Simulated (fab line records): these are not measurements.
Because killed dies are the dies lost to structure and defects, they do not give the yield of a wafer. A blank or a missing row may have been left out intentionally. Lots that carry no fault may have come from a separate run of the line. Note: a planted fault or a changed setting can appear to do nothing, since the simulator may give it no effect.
Which of the tools did it? | flow n5 finfet | 11 lots, 33 wafers sampled, at 5 steps of a route of 1938

WHAT THE GAUGES READ, wafer by wafer
The record holds no reading of a measuring or inspecting step that can be judged against a usual standard deviation.

WHICH TOOL RAN EACH LOT (tool, then ch and the chambers of the sampled wafers, then the start)
lot  | N5_HKMG_FIN_WET_ETCH_18            | N5_PASSIVATION_PRE_CLEAN_19  | N5_PASSIVATION_ETCH_59            | N5_PASSIVATION_PECVD_35         | N5_PASSIVATION_PROBE_49
L158 | wet bench-06 ch 1,2,5, day 4 23:06 | pvd sputter-03, day 12 17:11 | rie metal-01 ch 0, day 12 18:22   | pecvd-02 ch 0,1,2, day 12 19:09 | -
L160 | wet bench-06 ch 0,4,5, day 5 09:17 | pvd sputter-01, day 14 00:43 | rie metal-03 ch 0,1, day 14 02:15 | pecvd-01 ch 0,1,2, day 14 03:10 | -
L161 | wet bench-02 ch 4,6,7, day 5 12:59 | pvd sputter-01, day 13 16:10 | rie metal-01 ch 0,1, day 13 17:21 | pecvd-04 ch 0,1, day 13 18:14   | -
L163 | wet bench-06 ch 3,6,7, day 6 08:43 | pvd sputter-02, day 14 01:46 | rie metal-03 ch 0,1, day 14 03:01 | pecvd-04 ch 0,1,2, day 14 03:44 | prober-01, day 14 07:21
L164 | wet bench-03 ch 2,4,7, day 6 11:21 | pvd sputter-01, day 14 02:55 | rie metal-01 ch 0,1, day 14 04:07 | pecvd-01 ch 0,2, day 14 05:02   | -
L166 | wet bench-06 ch 2,6,7, day 6 23:01 | pvd sputter-03, day 15 08:29 | rie metal-03 ch 0,1, day 15 09:48 | pecvd-04 ch 0,1,2, day 15 10:31 | prober-01, day 15 15:09
L168 | wet bench-06 ch 2,3,4, day 7 08:49 | pvd sputter-02, day 15 08:38 | rie metal-01 ch 1, day 15 09:52   | pecvd-02 ch 0,1, day 15 10:39   | prober-01, day 15 15:27
L172 | wet bench-03 ch 4,6,7, day 8 11:24 | pvd sputter-01, day 16 09:10 | rie metal-02 ch 0,1, day 16 10:29 | pecvd-02 ch 0,2, day 16 11:13   | -
L173 | wet bench-02 ch 0,4,5, day 8 14:03 | pvd sputter-02, day 16 13:39 | rie metal-02 ch 0,1, day 16 14:50 | pecvd-02 ch 0,1, day 16 15:34   | -
L174 | wet bench-02 ch 1,2,3, day 8 20:46 | pvd sputter-03, day 16 10:15 | rie metal-01 ch 0,1, day 16 11:34 | pecvd-02 ch 0,2, day 16 12:17   | -
L178 | wet bench-02 ch 1,4,5, day 9 20:23 | pvd sputter-02, day 18 13:14 | rie metal-03 ch 0,1, day 18 14:25 | pecvd-02 ch 0,1,2, day 18 15:10 | -
- N5_HKMG_FIN_WET_ETCH_18: etches TiN in SC1, time 55 s, target depth 5.2 nm, rinse time 30 s.
- N5_PASSIVATION_PRE_CLEAN_19
- N5_PASSIVATION_ETCH_59: etches TaN in Cl2/BCl3, target depth 65 nm, time 34.9 s.
- N5_PASSIVATION_PECVD_35: deposits SiNx from SiH4/NH3/N2, target thk 700 nm, time 151.3 s.
- N5_PASSIVATION_PROBE_49

WHAT THE TOOLS THEMSELVES READ (means of the sampled wafers that have a number; where no wafer has one, the mark that the record gives instead)
N5_PASSIVATION_PRE_CLEAN_19. Usual: 464 W for heater power w, sd 46.
lot  | tool           | heater power w (W) | flag
L158 | pvd sputter-03 | 478                |
L160 | pvd sputter-01 | 467                |
L161 | pvd sputter-01 | 443                |
L163 | pvd sputter-02 | 419                |
L164 | pvd sputter-01 | 440                |
L166 | pvd sputter-03 | 480                |
L168 | pvd sputter-02 | 451                |
L172 | pvd sputter-01 | 449                |
L173 | pvd sputter-02 | 451                |
L174 | pvd sputter-03 | 462                |
L178 | pvd sputter-02 | 419                |

N5_PASSIVATION_ETCH_59. Usual: drypump motor current A 5.6 A, standard deviation 0.42; mfc cl2 sccm 60.01 sccm, standard deviation 0.17; oes product au 0.77 a.u., standard deviation 0.07; throttle valve pct 21.28 %, standard deviation 0.2.
lot  | tool         | drypump motor current A (A) | mfc cl2 sccm (sccm) | oes product au (a.u.) | throttle valve pct (%) | flag
L158 | rie metal-01 | 5.2                         | 60.13               | 0.90                  | 21.44                  |
L160 | rie metal-03 | 5.8                         | 59.93               | 0.79                  | 21.39                  |
L161 | rie metal-01 | 5.6                         | 59.94               | 0.73                  | 21.42                  |
L163 | rie metal-03 | 5.7                         | 59.90               | 0.76                  | 21.35                  |
L164 | rie metal-01 | 5.4                         | 60.11               | 0.81                  | 21.42                  |
L166 | rie metal-03 | 5.8                         | 59.79               | 0.78                  | 21.40                  |
L168 | rie metal-01 | 5.8                         | 60.00               | 0.65                  | 21.42                  |
L172 | rie metal-02 | 5.9                         | 60.10               | 0.79                  | 20.97                  |
L173 | rie metal-02 | 5.5                         | 60.01               | 0.80                  | 20.97                  |
L174 | rie metal-01 | 5.6                         | 59.93               | 0.72                  | 21.41                  |
L178 | rie metal-03 | 5.8                         | 59.99               | 0.76                  | 21.42                  |

N5_PASSIVATION_PECVD_35. Usual: chamber pressure Torr 4.900 Torr, standard deviation 0.011; heater power w 348 W, standard deviation 84; showerhead plenum p Torr 8.65 Torr, standard deviation 0.078; throttle valve pct 29.4 %, standard deviation 1.6.
lot  | tool     | chamber pressure Torr (Torr) | heater power w (W) | showerhead plenum p Torr (Torr) | throttle valve pct (%) | flag
L158 | pecvd-02 | 4.903                        | 267                | 8.63                            | 29.4                   |
L160 | pecvd-01 | 4.903                        | 474                | 8.67                            | 30.2                   |
L161 | pecvd-04 | 4.896                        | 399                | 8.70                            | 30.0                   |
L163 | pecvd-04 | 4.896                        | 384                | 8.65                            | 28.7                   |
L164 | pecvd-01 | 4.904                        | 406                | 8.62                            | 30.1                   |
L166 | pecvd-04 | 4.903                        | 387                | 8.66                            | 28.8                   |
L168 | pecvd-02 | 4.896                        | 307                | 8.66                            | 29.5                   |
L172 | pecvd-02 | 4.896                        | 334                | 8.69                            | 30.6                   |
L173 | pecvd-02 | 4.903                        | 263                | 8.67                            | 29.4                   |
L174 | pecvd-02 | 4.918                        | 284                | 8.62                            | 29.2                   |
L178 | pecvd-02 | 4.899                        | 266                | 8.64                            | 29.2                   |

N5_PASSIVATION_PROBE_49. Usual: defect limited yield 91.2 %, standard deviation 1.4; killed_at_M0_to_M3 35, standard deviation 11; killed_at_M4_up 12, standard deviation 4.2; killed at contacts 13, standard deviation 5.6; killed at front end 40, standard deviation 12; killed at other 3.3, standard deviation 2.6; killed dies 103, standard deviation 17; killed open 68, standard deviation 12; killed short 34, standard deviation 7.6; sort_bin_5_function 5.1 %, standard deviation 0.95; sort_bin_6_memory 3.3 %, standard deviation 0.68; sort_bin_8_speed 0.00 %, standard deviation 0.007; sort n pass 1077, standard deviation 17; sort yield pct 91.2 %, standard deviation 1.4.
lot  | tool      | defect limited yield (%) | killed_at_M0_to_M3 | killed_at_M4_up | killed at contacts | killed at front end | killed at other | killed dies | killed open | killed short | sort_bin_5_function (%) | sort_bin_6_memory (%) | sort_bin_8_speed (%) | sort n pass | sort yield pct (%) | flag
L163 | prober-01 | 91.7                     | 30                 | 16              | 13                 | 37                  | 2.3             | 98          | 65          | 32           | 4.7                     | 3.3                   | 0.00                 | 1082        | 91.7               |
L166 | prober-01 | 83.8                     | 41                 | 8               | 7                  | 129                 | 6.3             | 191         | 74          | 32           | 10.4                    | 3.9                   | 0.00                 | 989         | 83.8               | OFF
L168 | prober-01 | 84.1                     | 29                 | 10              | 19                 | 128                 | 1.7             | 188         | 57          | 28           | 8.8                     | 4.4                   | 0.00                 | 992         | 84.1               | OFF

THE ANSWER, worked out from the rows above alone
Rule: a lot is off if the mean of its wafers that have a number lies more than 3 standard deviations from the usual mean. A lot without any number at a reading at which 4 lots or more have one is off too. Any other lot the step has rows for is counted as sound. After the gauges, taken in route order, come the tools' own readings; for these a lot's mean is taken, as printed above. At the first step where some lot is off, the reading lying furthest off is the one used; lots without a number count as furthest.
Off at N5_PASSIVATION_PROBE_49 (killed at front end): L166, L168. Neither off nor sound, because the step has no rows for them: L158, L160, L161, L164, L172, L173, L174, L178.
If a tool, at that step or one of the process steps before it, ran each lot that is off and ran no sound lot following the first of them, it fits. 2 tools fit, wet bench-06 at N5_HKMG_FIN_WET_ETCH_18 and prober-01 at N5_PASSIVATION_PROBE_49, so this cannot tell which one it is.

WHAT HAD BEEN PUT IN BY THE SIMULATOR
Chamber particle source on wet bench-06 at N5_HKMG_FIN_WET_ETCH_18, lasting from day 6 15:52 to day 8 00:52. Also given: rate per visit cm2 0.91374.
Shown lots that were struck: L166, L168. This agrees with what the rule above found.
